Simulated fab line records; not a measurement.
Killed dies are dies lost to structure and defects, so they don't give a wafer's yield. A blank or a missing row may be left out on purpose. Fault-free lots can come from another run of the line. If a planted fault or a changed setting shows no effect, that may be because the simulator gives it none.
What tool caused it? ; flow n5_finfet ; 10 lots, 30 wafers sampled, at 5 steps of a route of 1938

## WHAT THE GAUGES SHOWED, per wafer
N5_BEOL_M0_SAQP_CD_MEAS_29: the cd target is 14.4 nm. Usual: 15.05 nm for cd_nm, sd 0.21.
lot;measured;on;cd_nm (nm);flag
L918;day 6 12:25;cd_sem-02;14.53 15.05 15.20;
L920;day 6 20:58;cd_sem-01;15.11 15.30 15.32;
L921;day 7 06:47;cd_sem-01;15.01 15.03 14.99;
L922;day 7 10:47;cd_sem-03;15.42 15.26 15.06;
L923;day 7 17:15;cd_sem-03;14.99 14.99 14.90;
L929;day 9 05:20;cd_sem-02;14.88 15.21 14.81;
L930;day 9 14:01;cd_sem-01;14.99 15.22 14.89;
L932;day 10 01:32;cd_sem-02;14.79 15.61 15.02;
L935;day 10 18:31;cd_sem-01;14.72 14.98 15.52;
L938;day 11 11:46;cd_sem-03;14.90 15.26 15.13;

N5_BEOL_M0_OCD_MEAS_108. Usual: 32.6 nm for trench_depth_nm, sd 0.48.
lot;measured;on;trench_depth_nm (nm);flag
L918;day 6 16:02;ocd-02;32.8 32.5 32.5;
L923;day 7 20:31;ocd-01;32.9 32.7 32.5;
L929;day 9 09:05;ocd-01;32.5 32.1 32.7;
L930;day 9 23:11;ocd-01;32.8 33.0 33.3;
L932;day 10 07:00;ocd-02;32.1 32.3 32.4;
L935;day 11 01:02;ocd-02;33.0 33.0 33.3;
L938;day 11 21:54;ocd-01;31.7 31.8 31.8;

N5_BEOL_M4_RC_MEAS_101. Usual: DIBL_N 36.9 mV/V, standard deviation 1.7; DIBL_P 36.7 mV/V, standard deviation 2.1; IOFF_N 0.17 nA/um, standard deviation 0.032; IOFF_P 0.22 nA/um, standard deviation 0.036; ION_N 674 uA/um, standard deviation 12; ION_P 461 uA/um, standard deviation 7; SS_N 71.7 mV/dec, standard deviation 0.6; SS_P 73.4 mV/dec, standard deviation 0.67; VT_N 249 mV, standard deviation 3.1; VT_P -250 mV, standard deviation 3.2.
lot;measured;on;DIBL_N (mV/V);DIBL_P (mV/V);IOFF_N (nA/um);IOFF_P (nA/um);ION_N (uA/um);ION_P (uA/um);SS_N (mV/dec);SS_P (mV/dec);VT_N (mV);VT_P (mV);flag
L918;day 8 14:13;prober-02;32.8 35.9 34.4;32.8 35.1 32.9;0.12 0.16 0.14;0.17 0.20 0.17;660 663 652;454 454 446;70.6 71.8 71.6;72.8 72.8 72.2;255 250 252;-252 -252 -251;
L923;day 9 20:14;prober-01;37.3 37.0 39.7;36.5 36.0 37.1;0.18 0.16 0.23;0.22 0.20 0.23;679 680 675;461 460 452;71.7 71.1 72.8;73.2 72.8 73.7;246 250 244;-251 -249 -251;
L929;day 11 09:52;prober-01;38.3 38.2 35.9;38.9 39.0 36.5;0.21 0.21 0.16;0.27 0.26 0.21;691 691 681;467 470 467;71.7 71.4 71.6;74.6 74.2 72.9;247 246 251;-247 -248 -250;
L930;day 11 17:23;prober-01;37.3 37.9 37.8;36.8 35.9 35.7;0.18 0.20 0.18;0.24 0.23 0.22;676 685 681;465 468 466;71.6 71.9 71.8;73.5 73.4 72.5;246 246 247;-248 -250 -250;
L932;day 12 06:56;prober-02;38.5 35.0 32.8;38.0 34.8 32.0;0.19 0.13 0.11;0.24 0.20 0.16;676 654 660;466 458 455;71.9 71.2 70.6;73.7 72.8 72.6;248 252 253;-249 -252 -255;
L935;day 13 01:27;prober-01;35.4 37.0 35.2;37.3 37.7 37.1;0.16 0.17 0.15;0.21 0.22 0.21;681 682 682;464 465 461;71.1 70.8 71.0;73.6 73.7 73.0;248 248 250;-250 -249 -249;
L938;day 14 00:20;prober-01;39.1 37.7 39.5;38.5 37.1 39.5;0.18 0.16 0.19;0.23 0.22 0.26;663 659 681;460 458 467;71.9 72.1 72.8;74.1 73.7 73.8;251 252 251;-249 -248 -247;

## TOOL THAT RAN EACH LOT (tool first, then ch and the chambers of the sampled wafers, then the start)
lot;N5_BEOL_M0_CUTY_ETCH_63;N5_BEOL_M0_TRENCH_ETCH_107
L918;rie_diel-05 ch 0,1,3, day 6 14:50;rie_diel-04 ch 0,2,3, day 6 15:56
L920;rie_diel-04 ch 0,2, day 6 23:05;-
L921;rie_diel-04 ch 1,2, day 7 08:46;-
L922;rie_diel-05 ch 0,2,3, day 7 13:35;-
L923;rie_diel-02 ch 0,1,3, day 7 19:39;rie_diel-02 ch 0,2,3, day 7 20:25
L929;rie_diel-04 ch 1,2,3, day 9 07:10;rie_diel-04 ch 0,2,3, day 9 08:58
L930;rie_diel-04 ch 0,2,3, day 9 16:32;rie_diel-05 ch 2,3, day 9 23:03
L932;rie_diel-05 ch 1,2, day 10 04:37;rie_diel-02 ch 0,2,3, day 10 06:54
L935;rie_diel-04 ch 0,1,3, day 10 22:06;rie_diel-02 ch 2,3, day 11 00:56
L938;rie_diel-05 ch 0,2,3, day 11 13:38;rie_diel-05 ch 0,2,3, day 11 21:48
- N5_BEOL_M0_CUTY_ETCH_63: etches SOC in N2/H2, target depth 82.7 nm, overetch 16.5 nm, time 124 s.
- N5_BEOL_M0_TRENCH_ETCH_107: etches SiOC in C4F6/O2, target depth 32.8 nm, time 16.4 s.

## AS READ BY THE TOOLS THEMSELVES (means over the sampled wafers that have a number; for cases with no such wafer, the mark the record gives instead)
N5_BEOL_M0_CUTY_ETCH_63. Usual: value, then standard deviation, for each; bias_w 150.0 W / 0.47; chamber_pressure_mTorr 29.998 mTorr / 0.028; drypump_motor_current_A 5.5 A / 0.37; oes_product_au 0.64 a.u. / 0.068; rf_vpp_V 524.1 V / 2.8; showerhead_plenum_p_Torr 2.55 Torr / 0.098; throttle_valve_pct 17.78 % / 0.23.
lot;tool;bias_w (W);chamber_pressure_mTorr (mTorr);drypump_motor_current_A (A);oes_product_au (a.u.);rf_vpp_V (V);showerhead_plenum_p_Torr (Torr);throttle_valve_pct (%);flag
L918;rie_diel-05;149.8;29.993;5.4;0.70;525.2;2.58;17.67;
L920;rie_diel-04;-;-;-;-;-;-;-;OFF
L921;rie_diel-04;-;-;-;-;-;-;-;OFF
L922;rie_diel-05;-;-;-;-;-;-;-;OFF
L923;rie_diel-02;150.2;30.021;5.3;0.68;523.3;2.53;17.70;
L929;rie_diel-04;150.0;30.011;5.2;0.62;522.9;2.50;17.79;
L930;rie_diel-04;150.1;30.000;5.5;0.62;520.5;2.44;17.82;
L932;rie_diel-05;150.3;30.005;5.6;0.59;522.7;2.49;17.97;
L935;rie_diel-04;150.2;29.967;5.6;0.57;521.6;2.47;17.95;
L938;rie_diel-05;149.8;29.967;5.5;0.64;526.5;2.63;17.68;

N5_BEOL_M0_TRENCH_ETCH_107. Usual: C4F6_flow_sccm 9.999 sccm, standard deviation 0.029; O2_flow_sccm 10.005 sccm, standard deviation 0.027; drypump_motor_current_A 5.5 A, standard deviation 0.37; oes_product_au 0.78 a.u., standard deviation 0.085; rf_vpp_V 663 V, standard deviation 9.9; showerhead_plenum_p_Torr 2.86 Torr, standard deviation 0.098; throttle_valve_pct 20.84 %, standard deviation 0.18.
lot;tool;C4F6_flow_sccm (sccm);O2_flow_sccm (sccm);drypump_motor_current_A (A);oes_product_au (a.u.);rf_vpp_V (V);showerhead_plenum_p_Torr (Torr);throttle_valve_pct (%);flag
L918;rie_diel-04;9.996;10.009;5.5;0.78;672;2.74;20.84;
L923;rie_diel-02;9.954;10.025;5.7;0.78;662;2.85;20.89;
L929;rie_diel-04;10.016;9.973;5.4;0.75;671;2.73;20.87;
L930;rie_diel-05;9.997;10.041;5.8;0.76;670;2.96;20.76;
L932;rie_diel-02;9.986;10.011;5.7;0.75;661;2.84;20.92;
L935;rie_diel-02;10.024;9.971;5.6;0.81;658;2.90;20.85;
L938;rie_diel-05;10.018;10.014;5.5;0.76;668;2.93;20.64;

## THE ANSWER, worked out from the rows above alone
Rule: take the mean of a lot's wafers that have a number; if it is more than 3 standard deviations from the usual mean, the lot is off. Also off: a lot with no number at a reading for which 4 or more lots have one. All remaining lots with rows at the step are treated as sound. First the gauges in route order, then the tools' own readings, where a lot's mean is used as printed above. At the first step where some lot is off, the reading lying furthest off is the one used; lots without a number count as furthest.
Off, at N5_BEOL_M0_CUTY_ETCH_63 on bias_w: L920, L921, L922. Without a number there: L920, L921, L922.
A tool fits if, at that step or a process step before it, it ran every lot that is off, and no sound lot after the first of them. Of those tried, none fits.

## WHAT THE SIMULATOR HAD INSERTED
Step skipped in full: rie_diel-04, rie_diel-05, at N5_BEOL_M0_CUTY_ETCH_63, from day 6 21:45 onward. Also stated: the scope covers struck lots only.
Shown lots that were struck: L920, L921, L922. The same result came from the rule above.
